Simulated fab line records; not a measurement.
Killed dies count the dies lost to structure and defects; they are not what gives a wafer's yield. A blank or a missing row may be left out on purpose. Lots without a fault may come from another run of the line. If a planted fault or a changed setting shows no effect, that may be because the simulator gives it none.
fab line records    flow nand-harc
[record] lots = 5  wafers = 15  last-day = 33
route steps=1302 shown P_STI@107 P_GATE@110
lots with no fault: from the same line, run without faults
start-h: start of the lot's first displayed wafer, in hours after the record's first day    wait-h: how many hours have passed since the lot's step before this one    " repeats the value in the row above    L1.1+2: one row covering several wafers at once    - either no value or no given start    * or withheld: withheld    < > ~ a bound
route shown NAME@n: NAME is a module with steps in the file, n the number in the route of the first one    usual: the fault-free wafers' mean and standard deviation    same: alike in all rows    chamber/n: place in a boat    sites: per-site readings    _std_site: how widely they spread, as a standard deviation    _edge_site: the outer-site mean with the inner-site mean subtracted    radius-mm: how far each site lies from the wafer's centre    mask NAME#n: copy n    behind: the tool/chamber that last shaped the wafer    hold: the reason the lot was held/the length of the hold in hours/how it ended    device: names the non-switching transistor (n, p or np)    end of line: tests of these same wafers at the route's end    a step without rows: its recipe alone    killed: dies that structure and defects cost at the first sort, which is not the same as the wafer's yield    map: a wafer's dies, x killed, . not, _ none there
set.NAME: the setting as run; set.NAME@STEP: as run at that earlier step    model.NAME: the simulator's own value behind a step, which no gauge read
lots at selected steps of the route; one table per step, one row per wafer
services: a tool's chamber out of use, with start hour (start-h, from the record's first day; less than 0 if before it), hours out, and reason
[[steps]]
[step NHARC_P_STI_SRD_39]
[step NHARC_P_STI_OXIDE_40]
[recipe] target-thk-a = 100  temp-c = 900  ox-time-s = 1362  material = SiO2
[step NHARC_P_STI_INSPECT_25]
[usual] raw-defect-count = 212/69
lot.wafer  tool               chamber  start-h  wait-h  raw-defect-count
L348.2     defect-inspect-01  -        75.38    0.4     182
L348.4     "                  -        "        "       229
L348.6     "                  -        "        "       330
L352.1     defect-inspect-01  -        112.13   0.4     363
L352.3     "                  -        "        "       430
L352.5     "                  -        "        "       267
L365.2     defect-inspect-02  -        241.49   0.4     165
L365.5     "                  -        "        "       253
L365.6     "                  -        "        "       235
L369.1     defect-inspect-01  -        278.82   0.4     239
L369.3     "                  -        "        "       338
L369.5     "                  -        "        "       218
L371.1     defect-inspect-01  -        303.26   0.4     170
L371.4     "                  -        "        "       175
L371.6     "                  -        "        "       126
[step NHARC_P_GATE_ETCH_69]
[recipe] target-depth-a = 140  chemistry = dHF  material = SiO2
[step NHARC_P_GATE_PRECLEAN_70]
[recipe] time-s = *  temp-c = 50  bath-age-min = 0  chemistry = SC1
[step NHARC_P_GATE_SRD_01]
[step NHARC_P_GATE_OXIDE_02]
[recipe] target-thk-a = 375  temp-c = 950  p-h2o-torr = 720  ox-time-s = 365  material = SiO2
[step NHARC_P_GATE_DEHYDRATE_03]
[recipe] temp-c = 150  time-s = 120
[step NHARC_P_GATE_HMDS_04]
[recipe] time-s = 30
[step NHARC_P_GATE_COAT_05]
[recipe] spin-rpm = 4690
[step NHARC_P_GATE_SOFTBAKE_06]
[recipe] temp-c = 122  time-s = 95
[step NHARC_P_GATE_EBR_07]
[step NHARC_P_GATE_EXPOSE_08]
[recipe] na = 0.6  dose-mj = 16.75  mask-id = P_HV
lot.wafer   tool            chamber  start-h  wait-h  mask
L348.2+4+6  krf-scanner-01  0        83.73    -       P_HV#0
L352.1+3+5  krf-scanner-02  0        120.51   -       P_HVPW#0
L365.2+5+6  krf-scanner-01  0        250.96   -       P_HV#0
L369.1+3+5  krf-scanner-02  0        287.12   -       P_HV#0
L371.1+4+6  krf-scanner-03  0        311.84   -       P_HV#0
[step NHARC_P_GATE_PEB_09]
[recipe] peb-temp-c = 118  peb-time-s = 85
[step NHARC_P_GATE_DEVELOP_10]
[recipe] time-s = 70
[step NHARC_P_GATE_CD_MEAS_11]
[recipe] target-cd-nm = 1640  landing-energy-ev = 500
[usual] cd-nm = 1640.1/1.3
lot.wafer  tool       chamber  start-h  wait-h  cd-nm
L348.2     cd-sem-03  0        83.88    -       1640.8
L348.4     "          0        "        "       1640.0
L348.6     "          0        "        "       1639.0
L352.1     cd-sem-01  0        120.67   -       -
L352.3     "          0        "        "       -
L352.5     "          0        "        "       -
L365.2     cd-sem-01  0        251.12   -       1638.4
L365.5     "          0        "        "       1640.5
L365.6     "          0        "        "       1640.4
L369.1     cd-sem-01  0        287.27   -       1639.4
L369.3     "          0        "        "       1639.4
L369.5     "          0        "        "       1640.0
L371.1     cd-sem-01  0        312.00   -       1638.8
L371.4     "          0        "        "       1638.7
L371.6     "          0        "        "       1638.3
[step NHARC_P_GATE_HARDBAKE_12]
[recipe] temp-c = 125  time-s = 80
[[services]]
tool            chamber  start-h  hours  kind
krf-scanner-02  -        75.39    1.6    repair
krf-scanner-02  -        94.00    4.0    pm
krf-scanner-01  -        105.70   0.9    repair
krf-scanner-02  -        138.61   0.9    repair
krf-scanner-01  0        138.88   -      calibration
krf-scanner-01  -        140.00   4.0    pm
krf-scanner-03  0        153.81   -      calibration
krf-scanner-02  0        213.96   -      calibration
krf-scanner-03  -        224.00   4.0    pm
krf-scanner-02  -        266.00   4.0    pm
krf-scanner-03  -        277.14   0.3    repair
krf-scanner-02  -        284.09   2.5    repair
[[key]]
[first-sign] step = NHARC_P_GATE_EXPOSE_08  reading = mask  direction = changed
[effect] step = NHARC_P_GATE_CD_MEAS_11  reading = cd-nm  direction = missing
met-at NHARC_P_GATE_EXPOSE_08
struck-wafers L352.1,L352.3,L352.5
later-rows-left-out L352.1,L352.3,L352.5
sort-left-out L352.1,L352.3,L352.5
tester-left-out L352
[fault] kind = wrong-mask  tool = any  chamber = -  onset-h = 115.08  steps = NHARC_P_GATE_EXPOSE_08  aux-copy = P_HVPW#0  scope = struck-lots-only
// tester-left-out: of these lots the tester's yield and bins aren't shown, on N5 and GAA mostly nor the transistor test; their killed dies are dies lost to structure and defects alone, not to doping, threshold or leakage, so they don't give the yield
// sort-left-out: the simulated sort isn't trusted on such a fault, so these wafers' sort isn't shown, and their yield isn't known
// later-rows-left-out: the simulator's readings of these wafers behind a module that went badly wrong aren't trusted and aren't shown, but for the sort
